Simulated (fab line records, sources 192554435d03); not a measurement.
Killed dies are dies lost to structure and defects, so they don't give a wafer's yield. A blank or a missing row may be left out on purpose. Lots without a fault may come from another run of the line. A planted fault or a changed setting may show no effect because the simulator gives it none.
One fault seen from 2 desks | flow n5_finfet | each desk has only its own numbers; what lay behind them comes last

THE TOOL OWNER'S DESK: litho_track-01
The tool's own readings at N5_BEOL_M5_COAT_71 (time 60 s, resist thk 5 nm): means of the sampled wafers that have a number, for each lot that ran on this tool. A lot is out of limits, marked OUT, if its mean lies more than 4 standard deviations from the usual mean; the brackets give that distance.
Columns: A = spin_speed_rpm at N5_BEOL_M5_COAT_71, usual 1499.7 rpm
lot  | first seen here | A
L724 | day 9 14:42     | 1500.5
L725 | day 9 15:24     | 1499.4
L726 | day 9 19:22     | 1499.9
L731 | day 10 04:59    | 1499.8
L733 | day 11 10:54    | 1544.5 (+45) OUT
L734 | day 11 13:19    | 1545.1 (+45) OUT
L745 | day 14 14:11    | 1499.2
This desk's finding: out of limits on L733, L734; first on L733, day 11 10:54 (spin_speed_rpm at N5_BEOL_M5_COAT_71). In limits: L724, L725, L726, L731, L745.

THE METROLOGY DESK
What the gauges read, lot by lot, whatever tool the lot ran on: means of the sampled wafers that have a number. A lot is out of limits, marked OUT, if its mean lies more than 4 standard deviations from the usual mean; the brackets give that distance.
Columns: A = M5_OVL at N5_BEOL_M5_OVL_MEAS_12, usual -0.2 nm
lot  | first seen here | A
L724 | day 9 15:08     | -0.7
L725 | day 9 15:49     | 0.1
L728 | day 9 19:33     | -0.1
L726 | day 9 19:46     | -0.4
L729 | day 10 01:02    | 0.4
L731 | day 10 05:25    | -0.4
L732 | day 11 10:47    | -0.4
L733 | day 11 11:11    | 0.6
L734 | day 11 13:37    | -0.4
L743 | day 13 21:16    | 0.2
L744 | day 13 23:10    | 0.7
L746 | day 14 14:01    | 0.7
L745 | day 14 14:35    | -0.3
This desk's finding: nothing out of limits on any of the 13 lots.

PUT TOGETHER
The tool owner's desk could have raised an alarm at day 11 10:54, on L733, L734.
The metrology desk saw nothing out of limits.
The metrology desk has L733, L734 on record, within its limits.
Of the lots named, all ran N5_BEOL_M5_COAT_71 on litho_track-01.

WHAT THE SIMULATOR HAD PUT IN
Process parameter drift: litho_track-01, from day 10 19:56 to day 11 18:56, at N5_BEOL_M5_COAT_71. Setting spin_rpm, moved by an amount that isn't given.
Lots struck among those shown: L733, L734.
Hours from the fault's start to each desk's first reading out of limits: the tool owner's desk, 15.
